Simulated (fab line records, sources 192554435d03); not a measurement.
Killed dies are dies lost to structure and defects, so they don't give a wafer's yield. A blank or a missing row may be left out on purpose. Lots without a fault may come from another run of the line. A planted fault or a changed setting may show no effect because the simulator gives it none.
fab line records | flow n5_finfet
record lots=7 wafers=21
route steps=1938 shown ILD0@338 HKMG_FIN@396 GATE_CUT@490 MOL_CONTACT_COAG@586 BEOL_M0_SAQP@686
start_h: hours from the record's first day to the start of the lot's first wafer shown | wait_h: hours since the lot's step before | " the same as in the row above | L1.1+2: a row that stands for several wafers | - no value, or no start given | * or withheld: withheld | < > ~ a bound
route shown NAME@n: a module of which the file shows steps, and the number in the route of the first | usual: mean/standard deviation of fault-free wafers | same: alike in all rows | chamber/n: place in a boat | sites: the reading at each site | _std_site: their standard deviation | _edge_site: outer sites' mean less inner sites' | radius_mm: how far each site lies from the wafer's centre | mask NAME#n: copy n | behind: the tool/chamber that last shaped the wafer | hold: why the lot was held/for how many hours/how that ended | device: the transistor (n, p or np) that didn't switch | end of line: the same wafers' tests at the end of the route | a step without rows: its recipe alone | killed: dies lost to structure and defects at the first sort, not the wafer's yield | map: a wafer's dies, x killed, . not, _ none there
set.NAME: the setting as run; set.NAME@STEP: as run at that earlier step | model.NAME: the simulator's own value behind a step, which no gauge read
lots whose settings were changed on purpose; a table a step, a row a wafer
## steps
# step N5_ILD0_CMP_03
# recipe stop_on=SiNx t_overpolish_s=1.9 post_cmp_clean=alkaline_brush down_force_psi=4.1491 platen_rpm=51.796 pad_velocity_m_s=1.0306 target_thk_nm=197.38
# usual time_to_endpoint_s=68/3.3
# columns lot.wafer tool chamber start_h wait_h set.down_force_psi time_to_endpoint_s
L074.1 cmp-03 1 58.89 0.1 3.267 85
L074.5 " 0 " " 4.1491 70
L074.6 " 1 " " 4.1491 65
L077.3 cmp-04 2 78.93 0.1 4.1491 70
L077.1 " 3 " " 4.1491 70
L077.2 " 0 " " 4.1491 69
L082.4 cmp-03 1 110.97 0.0 4.1491 62
L082.1 " 3 " " 4.1491 65
L082.5 " 2 " " 4.1491 63
L083.4 cmp-04 2 115.52 0.0 4.1491 71
L083.3 " 0 " " 4.1491 73
L083.6 " 3 " " 3.829 77
L091.1 cmp-03 2 164.03 0.0 3.4 80
L091.4 " 3 " " 4.1491 66
L091.2 " 0 " " 3.4 83
L092.2 cmp-03 0 169.19 0.0 4.1491 69
L092.5 " 0 " " 4.1491 69
L092.6 " 1 " " 4.1491 66
L094.1 cmp-02 1 179.85 0.1 4.645 59
L094.3 " 2 " " 4.645 65
L094.5 " 0 " " 4.645 62
# step N5_HKMG_FIN_PEB_47
# recipe peb_temp_c=withheld peb_time_s=60 resist=CAR-ArF
# columns lot.wafer tool chamber start_h wait_h set.peb_time_s
L074.1+6 litho_track-04 0 69.01 0.1 60
L074.5 " 0 " " 48.89
L077.1+2 litho_track-05 0 88.93 0.1 60
L077.3 " 0 " " 69.6
L082.1+4+5 litho_track-05 0 123.51 0.1 60
L083.3+6 litho_track-05 0 125.82 0.0 60
L083.4 " 0 " " 47.05
L091.1 litho_track-05 0 174.63 0.1 60
L091.2+4 " 0 " " 46.94
L092.2+5+6 litho_track-04 0 179.49 0.0 60
L094.1+5 litho_track-04 0 192.31 0.1 48.15
L094.3 " 0 " " 60
# step N5_HKMG_FIN_DEVELOP_48
# recipe develop_time_s=30 developer=TMAH resist=CAR-ArF rinse_liquid=diw dry=air_spin dev_temp_c=23
# columns lot.wafer tool chamber start_h wait_h set.develop_time_s
L074.1+6 litho_track-04 0 - - 30
L074.5 " 0 " " 35.26
L077.1+3 litho_track-05 0 - - 30
L077.2 " 0 " " 36.13
L082.1+4+5 litho_track-05 0 - - 30
L083.3+6 litho_track-05 0 - - 25.13
L083.4 " 0 " " 30
L091.1 litho_track-05 0 - - 30
L091.2+4 " 0 " " 36.25
L092.2+5 litho_track-04 0 - - 30
L092.6 " 0 " " 36.53
L094.1+3 litho_track-04 0 - - 27.31
L094.5 " 0 " " 30
# step N5_HKMG_FIN_CD_MEAS_49
# recipe target_cd_nm=202 landing_energy_ev=500 detector=se_inlens polarity=opening
# usual cd_nm=202.1/0.51
# columns lot.wafer tool chamber start_h wait_h set.peb_time_s@HKMG_FIN_PEB_47 cd_nm
L074.1 cd_sem-01 0 69.08 - 60 201.8
L074.5 " 0 " " 48.89 196.1
L074.6 " 0 " " 60 202.0
L077.1 cd_sem-03 0 89.00 - 60 201.7
L077.2 " 0 " " 60 203.6
L077.3 " 0 " " 69.6 206.3
L082.1 cd_sem-03 0 123.58 - 60 202.4
L082.4 " 0 " " 60 201.6
L082.5 " 0 " " 60 202.4
L083.3 cd_sem-03 0 125.89 - 60 201.3
L083.4 " 0 " " 47.05 193.4
L083.6 " 0 " " 60 200.7
L091.1 cd_sem-01 0 174.69 - 60 202.3
L091.2 " 0 " " 46.94 195.5
L091.4 " 0 " " 46.94 194.6
L092.2 cd_sem-02 0 179.55 - 60 202.8
L092.5 " 0 " " 60 202.2
L092.6 " 0 " " 60 204.1
L094.1 cd_sem-03 0 192.38 - 48.15 194.0
L094.3 " 0 " " 60 201.8
L094.5 " 0 " " 48.15 195.2
# step N5_HKMG_FIN_DESCUM_53
# recipe chemistry=O2 time_s=7.9 source_power_w=50 bias_power_w=20 pressure_mtorr=20 rf_frequency_hz=2.712e+07 temp_c=40 resist=CAR-ArF o2_flow_sccm=225
# step N5_HKMG_FIN_ETCH_54
# recipe chemistry=CF4 target=SiARC target_depth_a=455 mask_material=CAR-ArF time_s=75.8 ion_energy_ev=80 pressure_mtorr=40 source_w=545 bias_w=36 Ar_flow_sccm=100 cf4_flow_sccm=100 ends=cleared
# columns lot.wafer tool chamber start_h wait_h set.peb_time_s@HKMG_FIN_PEB_47 model.HKMG_FIN.cd_offset_nm
L074.1 rie_diel-05 1 69.20 0.0 60 0
L074.5 " 1 " " 48.89 -5.8
L074.6 " 2 " " 60 0.2
L077.1 rie_diel-04 3 90.39 0.0 60 -0.2
L077.2 " 2 " " 60 1.2
L077.3 " 0 " " 69.6 4.2
L082.1 rie_diel-01 3 123.71 0.0 60 0.4
L082.4 " 0 " " 60 -0.6
L082.5 " 3 " " 60 0.2
L083.3+6 rie_diel-01 1,2 126.01 0.0 60 -1.2
L083.4 " 2 " " 47.05 -8.4
L091.1 rie_diel-05 3 174.84 0.0 60 0.4
L091.2 " 2 " " 46.94 -6.8
L091.4 " 2 " " 46.94 -7.2
L092.2 rie_diel-01 1 179.68 0.0 60 0.8
L092.5 " 1 " " 60 0.2
L092.6 " 2 " " 60 1.6
L094.1 rie_diel-05 0 192.68 0.0 48.15 -7.8
L094.3 " 1 " " 60 -0.2
L094.5 " 3 " " 48.15 -7
# step N5_HKMG_FIN_COAT_06
# recipe resist=CAR-ArF spin_rpm=1500 resist_thk_nm=90
# columns lot.wafer tool chamber start_h wait_h set.spin_rpm model.CAR-ArF_of_HKMG_FIN_COAT_06.thk_nm
L074.1 litho_track-04 0 - - 1500 89.8
L074.5 " 0 " " 1500 90.2
L074.6 " 0 " " 1500 90
L077.1 litho_track-04 0 - - 1500 90.2
L077.2 " 0 " " 1500 90
L077.3 " 0 " " 1500 90.4
L082.1+4 litho_track-02 0 - - 1500 89.8
L082.5 " 0 " " 1500 90
L083.3+4 litho_track-02 0 - - 1576 87.6
L083.6 " 0 " " 1576 87.2
L091.1 litho_track-04 0 - - 1500 90.4
L091.2 " 0 " " 1500 90.2
L091.4 " 0 " " 1638 86.6
L092.2 litho_track-02 0 - - 1433 92.2
L092.5 " 0 " " 1500 90.2
L092.6 " 0 " " 1433 92.6
L094.1 litho_track-02 0 - - 1379 93.6
L094.3 " 0 " " 1500 90
L094.5 " 0 " " 1379 94
# step N5_HKMG_FIN_EBR_08
# recipe solvent=PGMEA ebr_width_mm=1.5
# step N5_HKMG_FIN_SOFTBAKE_07
# recipe temp_c=110 time_s=60 resist=CAR-ArF
# step N5_HKMG_FIN_EXPOSE_09
# recipe mask_id=NWFM na=1.35 source_shape=conventional sigma_outer=0.8 polarization=unpolarized dose_mj=39.25
# step N5_HKMG_FIN_PEB_10
# recipe peb_temp_c=withheld peb_time_s=60 resist=CAR-ArF
# step N5_HKMG_FIN_DEVELOP_11
# recipe develop_time_s=30 developer=TMAH resist=CAR-ArF dev_temp_c=23 rinse_liquid=diw dry=air_spin
# columns lot.wafer tool chamber start_h wait_h set.spin_rpm@HKMG_FIN_COAT_06 model.CAR-ArF_of_HKMG_FIN_COAT_06.thk_nm
L074.1+6 litho_track-04 0 - - 1500 88.2
L074.5 " 0 " " 1500 88.4
L077.1+2 litho_track-04 0 - - 1500 88.4
L077.3 " 0 " " 1500 88.6
L082.1+4 litho_track-02 0 - - 1500 88
L082.5 " 0 " " 1500 88.2
L083.3+4 litho_track-05 0 - - 1576 85.8
L083.6 " 0 " " 1576 85.6
L091.1 litho_track-02 0 - - 1500 88.6
L091.2 " 0 " " 1500 88.4
L091.4 " 0 " " 1638 85
L092.2 litho_track-04 0 - - 1433 90.6
L092.5 " 0 " " 1500 88.4
L092.6 " 0 " " 1433 90.8
L094.1 litho_track-02 0 - - 1379 92
L094.3 " 0 " " 1500 88.4
L094.5 " 0 " " 1379 92.4
# step N5_GATE_CUT_DESCUM_18
# recipe chemistry=O2 time_s=7 source_power_w=50 bias_power_w=20 pressure_mtorr=20 rf_frequency_hz=2.712e+07 temp_c=40 resist=CAR-EUV o2_flow_sccm=225
# columns lot.wafer tool chamber start_h wait_h set.time_s model.CAR-EUV_of_GATE_CUT_COAT_07.thk_nm
L074.1+5+6 rie_diel-06 0,1,2 81.10 0.0 7 26.2
L077.1+2+3 rie_diel-03 1,3,2 103.17 0.4 7 26.2
L082.1+4+5 rie_diel-06 2,0,2 135.87 0.0 7 26.2
L083.3 rie_diel-02 1 138.59 0.0 7 26.2
L083.4+6 " 0,1 " " 6.221 26.6
L091.1+2 rie_diel-02 3,0 190.14 0.0 6.44 26.2
L091.4 " 1 " " 7 26
L092.2+6 rie_diel-03 0,1 194.76 0.0 7 26
L092.5 " 2 " " 7 26.2
L094.1 rie_diel-03 2 205.02 0.1 7 26
L094.3 " 3 " " 7.63 25.8
L094.5 " 1 " " 7 26.2
# step N5_GATE_CUT_ETCH_37
# recipe chemistry=N2/H2 target=SOC target_depth_a=600 overetch_a=120 mask_material=SiARC temp_c=40 time_s=90 ion_energy_ev=200 pressure_mtorr=30 source_w=840 bias_w=150 n2_flow_sccm=200 h2_flow_sccm=200
# usual rf_vpp_V=524.8/2.6
# columns lot.wafer tool chamber start_h wait_h set.bias_w rf_vpp_V
L074.1 rie_diel-06 0 81.18 0.0 150 523.2
L074.5 " 1 " " 150 524.4
L074.6 " 2 " " 143.1 509.7
L077.1 rie_diel-03 1 103.25 0.0 163.3 555.4
L077.2 " 3 " " 163.3 550.7
L077.3 " 2 " " 150 521.3
L082.1 rie_diel-06 2 135.95 0.0 150 524.1
L082.4 " 0 " " 150 523.5
L082.5 " 2 " " 150 524.8
L083.3 rie_diel-02 1 138.73 0.0 162.7 556.0
L083.4 " 0 " " 162.7 555.3
L083.6 " 1 " " 150 526.2
L091.1 rie_diel-02 3 190.22 0.0 150 528.6
L091.2 " 0 " " 150 527.2
L091.4 " 1 " " 150 527.6
L092.2 rie_diel-03 0 194.84 0.0 150 522.8
L092.5 " 2 " " 150 521.4
L092.6 " 1 " " 150 526.3
L094.1 rie_diel-03 2 205.10 0.0 150 521.9
L094.3 " 3 " " 150 522.7
L094.5 " 1 " " 150 526.0
# step N5_MOL_CONTACT_COAG_VIA_ETCH_46
# recipe chemistry=C4F6/O2 target_depth_a=460 overetch_a=92 mask_material=SOC target=SiO2 bias_w=455 pressure_mtorr=10 time_s=40 source_w=325 Ar_flow_sccm=300 C4F6_flow_sccm=10 O2_flow_sccm=10 ion_energy_ev=575.3 ends=end_point
# usual rf_vpp_V=1589/13
# columns lot.wafer tool chamber start_h wait_h set.bias_w rf_vpp_V
L074.1 rie_diel-05 1 95.13 0.0 455 1621
L074.5 " 2 " " 455 1584
L074.6 " 1 " " 455 1619
L077.1 rie_diel-01 2 118.55 0.0 518.2 1756
L077.2 " 1 " " 455 1600
L077.3 " 3 " " 518.2 1727
L082.1 rie_diel-01 3 148.61 0.0 455 1566
L082.4 " 2 " " 455 1594
L082.5 " 2 " " 455 1593
L083.3 rie_diel-01 2 152.59 0.0 508.6 1731
L083.4 " 3 " " 455 1568
L083.6 " 3 " " 508.6 1704
L091.1 rie_diel-05 1 206.85 0.0 455 1609
L091.2 " 3 " " 455 1587
L091.4 " 0 " " 455 1594
L092.2 rie_diel-04 3 209.03 0.0 455 1590
L092.5 " 1 " " 506.3 1720
L092.6 " 0 " " 455 1582
L094.1 rie_diel-04 2 218.15 0.0 455 1566
L094.3 " 0 " " 455 1582
L094.5 " 0 " " 532.6 1776
# step N5_BEOL_M0_SAQP_EXPOSE_37
# recipe mask_id=M0_CUT1 na=0.33 source_shape=annular sigma_inner=0.35 sigma_outer=0.8 polarization=unpolarized target_cd_nm=30 dose_mj=44.75
# columns lot.wafer tool chamber start_h wait_h mask set.dose_mj
L074.1+5 euv_scanner-01 0 108.29 - M0_CUT1#0 46.29
L074.6 " 0 " " M0_CUT1#0 44.75
L077.1+2 euv_scanner-01 0 135.07 - M0_CUT1#0 47.66
L077.3 " 0 " " M0_CUT1#0 44.75
L082.1+4+5 euv_scanner-02 0 160.32 - M0_CUT1#0 44.75
L083.3+6 euv_scanner-01 0 165.60 - M0_CUT1#0 44.75
L083.4 " 0 " " M0_CUT1#0 47.48
L091.1+2+4 euv_scanner-02 0 218.15 - M0_CUT1#0 44.75
L092.2+5+6 euv_scanner-02 0 221.30 - M0_CUT1#0 44.75
L094.1+5 euv_scanner-02 0 229.50 - M0_CUT1#0 44.75
L094.3 " 0 " " M0_CUT1#0 47.64
# step N5_BEOL_M0_SAQP_PEB_38
# recipe peb_temp_c=100 peb_time_s=60 resist=CAR-EUV
# step N5_BEOL_M0_SAQP_DEVELOP_39
# recipe develop_time_s=30 developer=TMAH resist=CAR-EUV rinse_liquid=surfactant_rinse dry=air_spin dev_temp_c=23
# step N5_BEOL_M0_SAQP_CD_MEAS_40
# recipe target_cd_nm=30 landing_energy_ev=500 detector=se_inlens
# usual cd_nm=30.00/0.24
# columns lot.wafer tool chamber start_h wait_h set.dose_mj@BEOL_M0_SAQP_EXPOSE_37 cd_nm
L074.1 cd_sem-01 0 108.42 - 46.29 30.75
L074.5 " 0 " " 46.29 30.52
L074.6 " 0 " " 44.75 30.11
L077.1 cd_sem-01 0 135.21 - 47.66 31.66
L077.2 " 0 " " 47.66 31.48
L077.3 " 0 " " 44.75 30.26
L082.1 cd_sem-01 0 160.46 - 44.75 29.93
L082.4 " 0 " " 44.75 29.87
L082.5 " 0 " " 44.75 29.80
L083.3 cd_sem-03 0 165.73 - 44.75 30.01
L083.4 " 0 " " 47.48 31.23
L083.6 " 0 " " 44.75 30.11
L091.1 cd_sem-03 0 218.29 - 44.75 30.03
L091.2 " 0 " " 44.75 30.17
L091.4 " 0 " " 44.75 29.97
L092.2 cd_sem-01 0 221.43 - 44.75 30.10
L092.5 " 0 " " 44.75 29.77
L092.6 " 0 " " 44.75 30.21
L094.1 cd_sem-01 0 229.64 - 44.75 29.55
L094.3 " 0 " " 47.64 31.46
L094.5 " 0 " " 44.75 29.53
# step N5_BEOL_M0_SAQP_DESCUM_45
# recipe chemistry=O2 time_s=7 source_power_w=50 bias_power_w=20 pressure_mtorr=20 rf_frequency_hz=2.712e+07 temp_c=40 resist=CAR-EUV o2_flow_sccm=225
# columns lot.wafer tool chamber start_h wait_h set.dose_mj@BEOL_M0_SAQP_EXPOSE_37 model.BEOL_M0_SAQP.cd_nm
L074.1 rie_diel-02 2 108.79 0.3 46.29 30.8
L074.5 " 0 " " 46.29 30.6
L074.6 " 3 " " 44.75 30
L077.1+2 rie_diel-06 3,0 135.33 0.0 47.66 31.4
L077.3 " 2 " " 44.75 30.2
L082.1+4 rie_diel-02 0,1 160.58 0.0 44.75 29.8
L082.5 " 2 " " 44.75 29.6
L083.3 rie_diel-03 2 165.85 0.0 44.75 30
L083.4 " 1 " " 47.48 31.4
L083.6 " 2 " " 44.75 30.2
L091.1+4 rie_diel-06 3,0 218.41 0.0 44.75 30
L091.2 " 1 " " 44.75 30.2
L092.2 rie_diel-03 0 221.55 0.0 44.75 30
L092.5+6 " 0,1 " " 44.75 30.2
L094.1+5 rie_diel-06 2,3 229.98 0.3 44.75 29.8
L094.3 " 1 " " 47.64 31
# step N5_BEOL_M0_SAQP_ETCH_88
# recipe chemistry=N2/H2 target=underlayer target_depth_a=65 time_s=5.2 ion_energy_ev=200 mask_material=CAR-EUV pressure_mtorr=30 source_w=840 bias_w=150 n2_flow_sccm=200 h2_flow_sccm=200 ends=cleared
# columns lot.wafer tool chamber start_h wait_h set.dose_mj@BEOL_M0_SAQP_EXPOSE_37 model.BEOL_M0_SAQP.cd_nm
L074.1 rie_diel-02 2 108.82 0.0 46.29 30.8
L074.5 " 0 " " 46.29 30.6
L074.6 " 3 " " 44.75 30
L077.1+2 rie_diel-06 3,0 135.36 0.0 47.66 31.4
L077.3 " 2 " " 44.75 30.2
L082.1+4 rie_diel-02 0,1 160.61 0.0 44.75 29.8
L082.5 " 2 " " 44.75 29.6
L083.3+6 rie_diel-03 2 165.88 0.0 44.75 30.2
L083.4 " 1 " " 47.48 31.4
L091.1+4 rie_diel-06 3,0 218.44 0.0 44.75 30
L091.2 " 1 " " 44.75 30.2
L092.2 rie_diel-03 0 221.58 0.0 44.75 30
L092.5+6 " 0,1 " " 44.75 30.2
L094.1+5 rie_diel-06 2,3 230.02 0.0 44.75 29.8
L094.3 " 1 " " 47.64 31
# step N5_BEOL_M0_SAQP_CUT_ETCH_46
# recipe chemistry=N2/H2 target=SOC target_depth_a=1350 overetch_a=270 temp_c=40 time_s=202.5 ion_energy_ev=200 mask_material=SiARC pressure_mtorr=30 source_w=840 bias_w=150 n2_flow_sccm=200 h2_flow_sccm=200
# columns lot.wafer tool chamber start_h wait_h set.time_s model.SiARC_of_BEOL_M0_SAQP_COAT_72.thk_nm
L074.1+5 rie_diel-02 2,0 108.87 0.0 202.5 4.8
L074.6 " 3 " " 202.5 5
L077.1 rie_diel-06 3 135.41 0.0 202.5 5.2
L077.2 " 0 " " 202.5 5.4
L077.3 " 2 " " 202.5 5
L082.1+4 rie_diel-02 0,1 160.66 0.0 202.5 4.8
L082.5 " 2 " " 202.5 5
L083.3 rie_diel-03 2 165.93 0.0 171.7 6.6
L083.4 " 1 " " 171.7 6.8
L083.6 " 2 " " 202.5 5.2
L091.1 rie_diel-06 3 218.49 0.0 236.7 3.4
L091.2 " 1 " " 202.5 5
L091.4 " 0 " " 202.5 5.4
L092.2 rie_diel-03 0 221.63 0.0 202.5 4.6
L092.5 " 0 " " 232.1 3
L092.6 " 1 " " 232.1 3.6
L094.1 rie_diel-06 2 230.06 0.0 202.5 4.8
L094.3 " 1 " " 240 3
L094.5 " 3 " " 240 3.2
# step N5_BEOL_M0_SAQP_STRIP_74
# recipe chemistry=N2/H2 temp_c=40 n2_flow_sccm=200 h2_flow_sccm=200 rf_frequency_hz=6e+07
# step N5_BEOL_M0_SAQP_STRIP_89
# recipe chemistry=N2/H2 temp_c=40 n2_flow_sccm=200 h2_flow_sccm=200 rf_frequency_hz=6e+07
# step N5_BEOL_M0_SAQP_ALD_48
# recipe material=SiO2 target_thk_a=200 temp_c=100 ald_precursor_family=BDEAS ald_co_reactant=O2-plasma pulse_time_s=1 co_reactant_pulse_time_s=1 purge_time_s=2 co_reactant_purge_time_s=2 ald_cycles=139 pressure_torr=2
# step N5_BEOL_M0_SAQP_ETCH_49
# recipe chemistry=CF4/O2 target_depth_a=370 target=SiO2 pressure_mtorr=40 source_w=535 bias_w=49 Ar_flow_sccm=100 cf4_flow_sccm=100 O2_flow_sccm=10 ion_energy_ev=100
# columns lot.wafer tool chamber start_h wait_h set.dose_mj@BEOL_M0_SAQP_EXPOSE_37 set.time_s@BEOL_M0_SAQP_CUT_ETCH_46 model.BEOL_M0_SAQP.cd_nm
L074.1+5 rie_diel-03 2 110.08 0.3 46.29 202.5 30.6
L074.6 " 3 " " 44.75 202.5 30.2
L077.1 rie_diel-06 0 136.25 0.3 47.66 202.5 31.4
L077.2 " 1 " " 47.66 202.5 31.2
L077.3 " 3 " " 44.75 202.5 30
L082.1+4 rie_diel-02 3,1 161.60 0.3 44.75 202.5 30
L082.5 " 2 " " 44.75 202.5 29.8
L083.3 rie_diel-03 1 166.94 0.4 44.75 171.7 29.6
L083.4 " 0 " " 47.48 171.7 30.8
L083.6 " 3 " " 44.75 202.5 30.2
L091.1 rie_diel-03 0 219.23 0.3 44.75 236.7 30.6
L091.2 " 2 " " 44.75 202.5 30
L091.4 " 1 " " 44.75 202.5 29.8
L092.2 rie_diel-03 1 222.55 0.3 44.75 202.5 29.8
L092.5 " 1 " " 44.75 232.1 30.8
L092.6 " 0 " " 44.75 232.1 30.6
L094.1 rie_diel-03 1 230.79 0.3 44.75 202.5 29.6
L094.3 " 2 " " 47.64 240 31.4
L094.5 " 2 " " 44.75 240 30.2
## key
split step=N5_ILD0_CMP_03 setting=down_force_psi stated=4.1491 by=wafer
response step=N5_ILD0_CMP_03 reading=time_to_endpoint_s change=* per=1% r=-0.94
split step=N5_HKMG_FIN_PEB_47 setting=peb_time_s stated=60 by=wafer
response step=N5_HKMG_FIN_CD_MEAS_49 reading=cd_nm change=+0.326 per=1% r=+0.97
response step=N5_HKMG_FIN_ETCH_54 reading=model.HKMG_FIN.cd_offset_nm change=+0.325 per=1% r=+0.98
split step=N5_HKMG_FIN_DEVELOP_48 setting=develop_time_s stated=30 by=wafer
response none clear
split step=N5_HKMG_FIN_COAT_06 setting=spin_rpm stated=1500 by=wafer
response step=N5_HKMG_FIN_COAT_06 reading=model.CAR-ArF_of_HKMG_FIN_COAT_06.thk_nm change=-0.439 per=1% r=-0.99
response step=N5_HKMG_FIN_DEVELOP_11 reading=model.CAR-ArF_of_HKMG_FIN_COAT_06.thk_nm change=-0.431 per=1% r=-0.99
split step=N5_GATE_CUT_DESCUM_18 setting=time_s stated=7 by=wafer
response step=N5_GATE_CUT_DESCUM_18 reading=model.CAR-EUV_of_GATE_CUT_COAT_07.thk_nm change=-0.0326 per=1% r=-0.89
split step=N5_GATE_CUT_ETCH_37 setting=bias_w stated=150 by=wafer
response step=N5_GATE_CUT_ETCH_37 reading=rf_vpp_V change=+3.47 per=1% r=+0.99
split step=N5_MOL_CONTACT_COAG_VIA_ETCH_46 setting=bias_w stated=455 by=wafer
response step=N5_MOL_CONTACT_COAG_VIA_ETCH_46 reading=rf_vpp_V change=+11.6 per=1% r=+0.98
split step=N5_BEOL_M0_SAQP_EXPOSE_37 setting=dose_mj stated=44.75 by=wafer
response step=N5_BEOL_M0_SAQP_CD_MEAS_40 reading=cd_nm change=+0.224 per=1% r=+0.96
response step=N5_BEOL_M0_SAQP_DESCUM_45 reading=model.BEOL_M0_SAQP.cd_nm change=+0.195 per=1% r=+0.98
response step=N5_BEOL_M0_SAQP_ETCH_88 reading=model.BEOL_M0_SAQP.cd_nm change=+0.19 per=1% r=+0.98
response step=N5_BEOL_M0_SAQP_ETCH_49 reading=model.BEOL_M0_SAQP.cd_nm slope=+0.184 per=1% together_with=time_s@BEOL_M0_SAQP_CUT_ETCH_46 explained=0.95
split step=N5_BEOL_M0_SAQP_CUT_ETCH_46 setting=time_s stated=202.5 by=wafer
response step=N5_BEOL_M0_SAQP_CUT_ETCH_46 reading=model.SiARC_of_BEOL_M0_SAQP_COAT_72.thk_nm change=-0.0966 per=1% r=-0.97
response step=N5_BEOL_M0_SAQP_ETCH_49 reading=model.BEOL_M0_SAQP.cd_nm slope=+0.0417 per=1% together_with=dose_mj@BEOL_M0_SAQP_EXPOSE_37 explained=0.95
